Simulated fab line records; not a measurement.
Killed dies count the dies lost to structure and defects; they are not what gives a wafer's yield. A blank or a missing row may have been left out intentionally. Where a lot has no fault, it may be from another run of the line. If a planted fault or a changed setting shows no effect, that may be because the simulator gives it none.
fab line records	flow nand_harc
record: lots: 6	wafers: 18	last_day: 23
route steps=1159 shown A_STAIRCASE@636 END@1159
lots that met no fault: taken from a fault-free run of the same line
start_h: hours from the record's opening day to when the first of the lot's shown wafers began	wait_h: hours since the lot's step before	" as in the row above	L1.1+2: a row that stands for several wafers	- no value, or no start given	* or withheld: withheld	< > ~ a bound
route shown NAME@n: NAME is a module with steps in the file, n the number in the route of the first one	usual: the fault-free wafers' mean and standard deviation	same: alike in all rows	chamber/n: place in a boat	sites: the reading at each site	_std_site: standard deviation of those values	_edge_site: the outer-site mean with the inner-site mean subtracted	radius_mm: for every site, how far away it sits from the centre of the wafer	mask NAME#n: copy n	behind: the most recent tool/chamber to have shaped the wafer	hold: why the lot went on hold/how many hours it stayed there/how the hold came to an end	device: the n, p or np transistor that did not switch	end of line: at the end of the route, the tests of the same wafers	a step given without rows: its recipe and nothing more	killed: the dies lost at the first sort to structure and to defects; this is not the yield of the wafer	map: the dies of a wafer, with x for killed, . for not killed, _ for no die there
set.NAME: the setting that was run; set.NAME@STEP: the one run at that earlier step	model.NAME: the simulator's own value behind a step, which no gauge read
certain route steps with their lots: each step a table, each wafer a row
services: when a tool's chamber went out of use (start_h, in hours from the record's first day, below 0 if earlier), for how many hours, and the reason
== steps ==
step: NHARC_A_STAIRCASE_DEHYDRATE_242
recipe: temp_c: 150	time_s: 120
step: NHARC_A_STAIRCASE_HMDS_243
recipe: time_s: 30
step: NHARC_A_STAIRCASE_COAT_244
recipe: spin_rpm: 1200
step: NHARC_A_STAIRCASE_SOFTBAKE_245
recipe: temp_c: 135	time_s: 170
step: NHARC_A_STAIRCASE_EBR_246
step: NHARC_A_STAIRCASE_EXPOSE_247
recipe: na: 0.5	dose_mj: 25.34	mask_id: SDS_1
step: NHARC_A_STAIRCASE_PEB_248
recipe: peb_temp_c: 115	peb_time_s: 130
step: NHARC_A_STAIRCASE_DEVELOP_249
recipe: time_s: 140
step: NHARC_A_STAIRCASE_HARDBAKE_251
recipe: temp_c: 120	time_s: 140
step: NHARC_A_STAIRCASE_DESCUM_252
recipe: time_s: 3	o2_flow_sccm: 200	ar_flow_sccm: 0	bias_power_w: 0	chemistry: O2
step: NHARC_A_STAIRCASE_ETCH_253
recipe: target_depth_a: 500	time_s: 20.2	ion_energy_ev: 400	c4f8_flow_sccm: 20	o2_flow_sccm: 10	ar_flow_sccm: withheld	rf_w: 600	bias_w: 1000	chemistry: C4F8/O2
usual: bias_w: 1000/3	oes_product_au: 0.953/0.021	rf_vpp_V: 897/4.8
lot.wafer	tool	chamber	start_h	wait_h	bias_w	oes_product_au	rf_hours_counter_h	rf_vpp_V
L659.2	rie_diel-11	2	260.49	0.1	999	0.969	24	892
L659.3	"	0	"	"	999	0.966	22	904
L659.6	"	2	"	"	1002	0.971	-	893
L660.4	rie_diel-11	3	272.21	0.6	1000	0.922	28	901
L660.1	"	0	"	"	993	0.935	26	902
L660.2	"	1	"	"	998	0.925	27	894
L661.4	rie_diel-01	0	283.80	0.1	1010	0.966	47	898
L661.3	"	1	"	"	1000	0.966	46	889
L661.6	"	3	"	"	997	1.001	-	899
L668.2	rie_diel-01	1	329.04	0.1	999	0.975	3	888
L668.4	"	2	"	"	1002	0.950	2	901
L668.5	"	1	"	"	1002	0.968	-	889
L670.3	rie_diel-13	0	333.08	0.1	998	0.992	18	904
L670.6	"	1	"	"	1000	0.974	-	897
L670.5	"	2	"	"	999	0.956	-	898
L674.4	rie_diel-11	2	355.23	0.1	996	0.964	59	892
L674.1	"	3	"	"	1001	0.935	58	901
L674.2	"	1	"	"	1004	0.953	56	892
step: NHARC_A_STAIRCASE_STRIP_254
recipe: power_w: 1500	temp_c: 250	chemistry: O2
usual: drypump_motor_current_A: 5.6/0.34	heater_power_w: 351/8.9
lot.wafer	tool	chamber	start_h	wait_h	drypump_motor_current_A	heater_power_w	rf_hours_counter_h
L659.2	plasma_asher-02	1	260.63	-	6.1	350	23
L659.3	"	0	"	"	5.5	347	-
L659.6	"	1	"	"	6.1	353	-
L660.2	plasma_asher-01	1	272.29	-	5.7	370	56
L660.1	"	0	"	"	5.2	354	56
L660.4	"	0	"	"	5.2	347	-
L661.3	plasma_asher-02	1	283.97	-	6.1	362	-
L661.4	"	0	"	"	5.5	350	-
L661.6	"	0	"	"	5.5	344	-
L668.2	plasma_asher-02	0	329.17	-	5.4	340	47
L668.4	"	0	"	"	5.4	332	-
L668.5	"	0	"	"	5.5	344	-
L670.3	plasma_asher-02	1	333.25	-	6.1	358	-
L670.6	"	1	"	"	6.1	353	-
L670.5	"	0	"	"	5.5	340	-
L674.1	plasma_asher-01	1	355.31	-	5.7	356	22
L674.2	"	0	"	"	5.2	347	22
L674.4	"	0	"	"	5.2	342	-
step: NHARC_A_STAIRCASE_STRIP_255
recipe: time_s: 900	temp_c: 130	chemistry: SPM
step: NHARC_A_STAIRCASE_PRECLEAN_256
recipe: time_s: *	temp_c: 50	bath_age_min: 0	chemistry: SC1
step: NHARC_A_STAIRCASE_SRD_257
step: NHARC_A_STAIRCASE_HM_DEP_456
recipe: target_thk_a: 15000	temp_c: 400	material: aC
usual: throttle_valve_pct: 35.000/0.0093
lot.wafer	tool	chamber	start_h	wait_h	throttle_valve_pct
L659.2	acl_dep-03	0	263.88	-	34.994
L659.3	"	0	"	"	35.000
L659.6	"	0	"	"	34.999
L660.1	acl_dep-01	0	273.19	-	34.991
L660.2	"	0	"	"	34.989
L660.4	"	0	"	"	34.998
L661.3	acl_dep-02	0	285.34	-	34.982
L661.4	"	0	"	"	35.001
L661.6	"	0	"	"	35.004
L668.2	acl_dep-03	0	330.24	-	35.015
L668.4	"	0	"	"	35.000
L668.5	"	0	"	"	35.010
L670.3	acl_dep-02	0	334.58	-	34.996
L670.5	"	0	"	"	35.001
L670.6	"	0	"	"	34.992
L674.1	acl_dep-01	0	356.13	-	35.010
L674.2	"	0	"	"	34.995
L674.4	"	0	"	"	35.008
step: NHARC_A_STAIRCASE_DEP_259
recipe: target_thk_a: 300	target_thk_nm: 30	temp_c: 400	pressure_torr: 3.5	flow_sccm: 200	rf_w: 350	material: SiON
step: NHARC_A_STAIRCASE_DEHYDRATE_281
recipe: temp_c: 150	time_s: 120
step: NHARC_A_STAIRCASE_HMDS_282
recipe: time_s: 30
step: NHARC_A_STAIRCASE_COAT_283
recipe: spin_rpm: 1200
step: NHARC_A_STAIRCASE_SOFTBAKE_284
recipe: temp_c: 135	time_s: 170
step: NHARC_A_STAIRCASE_EBR_285
step: NHARC_A_STAIRCASE_EXPOSE_286
recipe: na: 0.5	dose_mj: 25.01	mask_id: CHOP_100
step: NHARC_A_STAIRCASE_PEB_287
recipe: peb_temp_c: 115	peb_time_s: 130
step: NHARC_A_STAIRCASE_DEVELOP_288
recipe: time_s: 140
step: NHARC_A_STAIRCASE_HARDBAKE_290
recipe: temp_c: 120	time_s: 140
step: NHARC_A_STAIRCASE_DESCUM_291
recipe: time_s: 3	o2_flow_sccm: 200	ar_flow_sccm: 0	bias_power_w: 0	chemistry: O2
step: NHARC_A_STAIRCASE_ETCH_292
recipe: cf4_flow_sccm: 100	chf3_flow_sccm: 30	ar_flow_sccm: 0	rf_w: 500	bias_w: 200	chemistry: CF4/CHF3
step: NHARC_A_STAIRCASE_HM_OPEN_460
recipe: o2_flow_sccm: 400	cos_flow_sccm: 20	ar_flow_sccm: 0	rf_w: 500	bias_w: 300	chemistry: O2/COS
step: NHARC_A_STAIRCASE_STRIP_461
recipe: o2_flow_sccm: 400	cos_flow_sccm: 20	ar_flow_sccm: 0	bias_w: 0	chemistry: O2/COS
step: NHARC_A_STAIRCASE_ETCH_452
recipe: target_depth_a: 300	overetch_a: 30	time_s: 16.5	ion_energy_ev: 100	cf4_flow_sccm: 80	o2_flow_sccm: 20	ar_flow_sccm: 0	rf_w: 300	bias_w: 100	chemistry: CF4/O2
step: NHARC_A_STAIRCASE_ETCH_294
recipe: target_depth_a: 49920	time_s: 1212.4	ion_energy_ev: 800	c4f8_flow_sccm: 80	o2_flow_sccm: 60	ar_flow_sccm: withheld	rf_w: 600	bias_w: 3000	chemistry: C4F8/O2/Ar
usual: bias_w: 2999/8.6	oes_product_au: 0.939/0.014	rf_vpp_V: 1830/9.2
lot.wafer	tool	chamber	start_h	wait_h	bias_w	oes_product_au	rf_hours_counter_h	rf_vpp_V
L659.2	rie_diel-13	0	-	-	2993	0.957	54	1845
L659.3	"	2	"	"	2994	0.944	62	1831
L659.6	"	1	"	"	3001	0.944	-	1832
L660.2	rie_diel-11	0	-	-	3015	0.921	28	1838
L660.1	"	1	"	"	2994	0.927	29	1822
L660.4	"	2	"	"	2993	0.958	32	1819
L661.3	rie_diel-13	3	-	-	3004	0.937	1	1820
L661.4	"	2	"	"	3016	0.957	1	1829
L661.6	"	3	"	"	3002	0.938	-	1821
L668.2	rie_diel-11	3	-	-	2989	0.935	50	1836
L668.4	"	1	"	"	2997	0.958	50	1821
L668.5	"	3	"	"	3004	0.922	-	1836
L670.3	rie_diel-11	0	-	-	3005	0.935	52	1839
L670.6	"	3	"	"	3005	0.918	-	1834
L670.5	"	0	"	"	2979	0.932	-	1840
L674.4	rie_diel-13	0	-	-	2999	0.954	28	1843
L674.2	"	1	"	"	3003	0.935	29	1831
L674.1	"	3	"	"	3000	0.918	29	1820
step: NHARC_A_STAIRCASE_STRIP_295
recipe: o2_flow_sccm: 500	ar_flow_sccm: 0	bias_w: 0	chemistry: O2
usual: drypump_motor_current_A: 5.7/0.45	oes_product_au: 1.003/0.014	rf_vpp_V: 57.9/0.83	showerhead_plenum_p_Torr: 3.57/0.13	throttle_valve_pct: 17.037/0.0084
same: bias_w: 0
lot.wafer	tool	chamber	start_h	wait_h	drypump_motor_current_A	oes_product_au	rf_hours_counter_h	rf_vpp_V	showerhead_plenum_p_Torr	throttle_valve_pct
L659.2	rie_diel-13	1	-	-	5.5	0.994	55	57.0	3.59	17.031
L659.3	"	2	"	"	5.2	1.001	62	56.6	3.57	17.038
L659.6	"	0	"	"	6.6	1.017	-	58.1	3.78	17.032
L660.2	rie_diel-11	3	-	-	5.8	0.988	29	58.2	3.66	17.033
L660.4	"	0	"	"	5.4	0.992	28	58.2	3.71	17.029
L660.1	"	1	"	"	5.8	0.990	29	56.1	3.45	17.038
L661.3	rie_diel-13	3	-	-	5.4	0.998	2	58.0	3.45	17.038
L661.4	"	1	"	"	5.5	0.999	1	57.6	3.59	17.036
L661.6	"	3	"	"	5.5	1.001	-	57.8	3.44	17.048
L668.4	rie_diel-11	3	-	-	5.8	0.989	51	58.1	3.65	17.021
L668.2	"	0	"	"	5.5	1.005	50	57.9	3.70	17.029
L668.5	"	2	"	"	5.6	1.003	-	56.8	3.40	17.046
L670.3	rie_diel-11	3	-	-	5.8	0.986	53	57.4	3.65	17.041
L670.5	"	0	"	"	5.4	1.004	-	57.8	3.69	17.040
L670.6	"	1	"	"	5.8	0.983	-	57.1	3.44	17.047
L674.4	rie_diel-13	3	-	-	5.5	0.985	30	58.6	3.43	17.047
L674.2	"	1	"	"	5.5	1.003	30	56.8	3.57	17.029
L674.1	"	2	"	"	5.2	1.009	30	58.1	3.55	17.025
step: NHARC_A_STAIRCASE_STRIP_296
recipe: time_s: 900	temp_c: 130	chemistry: SPM
step: NHARC_A_STAIRCASE_PRECLEAN_297
recipe: time_s: *	temp_c: 50	bath_age_min: 0	chemistry: SC1
step: NHARC_A_STAIRCASE_SRD_298
step: NHARC_A_STAIRCASE_HM_DEP_462
recipe: target_thk_a: 8000	temp_c: 400	material: aC
step: NHARC_A_STAIRCASE_DEP_301
recipe: target_thk_a: 300	target_thk_nm: 30	temp_c: 400	pressure_torr: 3.5	flow_sccm: 200	rf_w: 350	material: SiON
usual: heater_power_w: 791/100
lot.wafer	tool	chamber	start_h	wait_h	heater_power_w
L659.3	pecvd-02	1	271.03	0.9	710
L659.2	"	2	"	"	871
L659.6	"	2	"	"	875
L660.1	pecvd-04	2	280.60	1.6	854
L660.2	"	0	"	"	878
L660.4	"	1	"	"	905
L661.3	pecvd-01	0	291.67	1.0	673
L661.6	"	1	"	"	653
L661.4	"	2	"	"	924
L668.2	pecvd-04	2	336.98	1.3	830
L668.5	"	1	"	"	845
L668.4	"	2	"	"	818
L670.3	pecvd-04	0	341.87	1.3	769
L670.6	"	0	"	"	728
L670.5	"	1	"	"	862
L674.1	pecvd-02	0	364.15	1.6	816
L674.2	"	1	"	"	796
L674.4	"	1	"	"	809
step: NHARC_A_STAIRCASE_DEHYDRATE_302
recipe: temp_c: 150	time_s: 120
step: NHARC_END_SORT_01
recipe: temp_c: 25
usual: killed_at_array: 27/9.9	killed_at_other: 0.5/0.76	killed_at_periphery: 3.4/2.2	killed_dies: 31/10	killed_open: 3.3/2	killed_short: 2.0/1.5
same: gross_dies: 677
lot.wafer	tool	chamber	start_h	wait_h	killed_at_array	killed_at_other	killed_at_periphery	killed_dies	killed_open	killed_short
L668.2	prober-01	0	518.31	2.8	96	0	1	97	2	3
L668.4	prober-01	0	519.91	3.4	96	1	0	97	3	1
L668.5	prober-01	0	520.72	3.7	99	0	2	101	4	4
L670.5	prober-02	0	520.74	3.7	125	0	3	128	1	2
killed by level:class
L668.2 A_STAIRCASE:unspecified=86 A_CHANNEL_FILL_D1:geometric_particle:short=2 A_STAIRCASE:chamber_film_flake=2 P_M0:geometric_particle:open=1 A_ONON_D1:geometric_particle:short=1 A_CONTACT:geometric_particle:open=1 A_CHANNEL_FILL_D1:chamber_film_flake=1 A_SLIT:chamber_film_flake=1
L668.4 A_STAIRCASE:unspecified=87 A_CHANNEL_HOLE_D1:chamber_film_flake=3 A_M0:geometric_particle:open=2 A_WL_FILL:geometric_particle:open=1 A_M0:geometric_particle:short=1 A_ZERO_WELL:chamber_film_flake=1 A_SLIT:chamber_film_flake=1 THIN_TSV:chamber_film_flake=1
L668.5 A_STAIRCASE:unspecified=86 A_CHANNEL_FILL_D1:chamber_film_flake=3 A_CHANNEL_FILL_D1:geometric_particle:short=2 A_CHANNEL_FILL_D1:geometric_particle:open=2 A_STAIRCASE:chamber_film_flake=2 P_STI:geometric_particle:open=1 A_SOURCE_PLATE:geometric_particle:open=1 A_ONON_D1:geometric_particle:short=1
L670.5 A_STAIRCASE:unspecified=86 A_CHANNEL_HOLE_D1:chamber_film_flake=27 A_CONTACT:chamber_film_flake=6 P_GATE:chamber_film_flake=2 A_STAIRCASE:chamber_film_flake=2 A_WL_FILL:geometric_particle:short=1 A_CONTACT:geometric_particle:short=1 A_CONTACT:geometric_particle:open=1
map L668.5 (x killed, . not)
____________.____________
_________......x_________
_______.......xxxx_______
______.....xxxxxxxx______
_____........xxxxxxx_____
____........xxxxxxxxx____
____.........xxxxxxxx____
___.........xxxxxxxxx.___
___..........xxxxxxxx.___
__..........xxxxxxxxxx.__
__..........xxxxxxxxx..__
_.........x...xxxxxx...._
_.............xxxxxxx..._
_.............x.xx......_
_........x...x...x......_
_.x............x........_
.................x.......
.........................
................x........
.........................
.........................
_......................._
_.....x..x.......x......_
_......................._
_......................._
_......................._
__.....................__
__.....................__
___...................___
___...................___
____...............x.____
____.................____
_____..............._____
______.............______
_______..........._______
_________......._________
____________.____________
map L670.5 (x killed, . not)
____________.____________
_________x....xx_________
_______.x....xxxxx_______
______x..x.x..xxxxx______
_____..xx.xx.xxxxxxx_____
____..xx..x.xxxxxxxxx____
____.xxxx....xxxxxxxx____
___...xxxxx..xxxxxxxxx___
___....x.xx.xxxxxxxxx.___
__....x.....xxxxxxxxx..__
__.....x.....xxxxxxxx..__
_..............xxxxxx..._
_.....x......xxxxxxxx.x._
_..............x........_
_......................._
_......................._
.........................
........................x
.........................
.........................
.........................
_......................._
_..........x............_
_.............xx........_
_......................._
_.............x........._
__...........xx.....x..__
__........x........x...__
___...................___
___...................___
____.................____
____.................____
_____..............._____
______...........x.______
_______...xx......_______
_________....x.._________
____________.____________
== services ==
tool	chamber	start_h	hours	kind
pecvd-01	-	237.07	13.0	pm
acl_dep-02	-	245.67	0.3	repair
rie_diel-11	0	247.71	-	clean
rie_diel-11	1	247.71	-	clean
rie_diel-11	2	247.71	-	clean
rie_diel-11	3	247.71	-	clean
plasma_asher-02	-	261.31	3.6	repair
rie_diel-11	0	272.21	-	clean
rie_diel-11	1	272.21	-	clean
rie_diel-11	2	272.21	-	clean
rie_diel-11	3	272.21	-	clean
plasma_asher-01	-	276.00	9.0	pm
rie_diel-13	-	276.27	9.0	pm
acl_dep-01	-	294.77	13.0	pm
rie_diel-01	2	296.42	3.8	repair
rie_diel-11	0	296.99	-	clean
rie_diel-11	1	296.99	-	clean
rie_diel-11	2	296.99	-	clean
rie_diel-01	-	314.88	9.0	pm
pecvd-02	-	334.34	13.0	pm
pecvd-04	2	337.80	19.8	repair
acl_dep-02	-	352.25	13.0	pm
plasma_asher-02	-	360.11	9.0	pm
rie_diel-01	2	362.64	2.9	repair
== key ==
first_sign: step: NHARC_END_SORT_01	reading: killed_at_array	direction: up	sigmas: 7.8	usual: 27	struck: 104
effect: step: NHARC_END_SORT_01	reading: killed_dies	direction: up	sigmas: 7.5	usual: 31	struck: 106
more_kills_born_at: NHARC_A_STAIRCASE_STRIP_254@plasma_asher-02: 345
met_at NHARC_A_STAIRCASE_STRIP_254
struck_wafers L668.2,L668.4,L668.5,L670.5
tester_left_out L668,L670
onset_between 283.97 329.17
fault: kind: chamber_particle_source	tool: plasma_asher-02	chamber: 0	onset_h: 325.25	steps: NHARC_A_STAIRCASE_STRIP_254	rate_per_visit_cm2: 1.795	end_h: 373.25
tester_left_out: of these lots the tester's yield and bins aren't shown, on N5 and GAA mostly nor the transistor test; their killed dies are dies lost to structure and defects alone, not to doping, threshold or leakage, so they don't give the yield
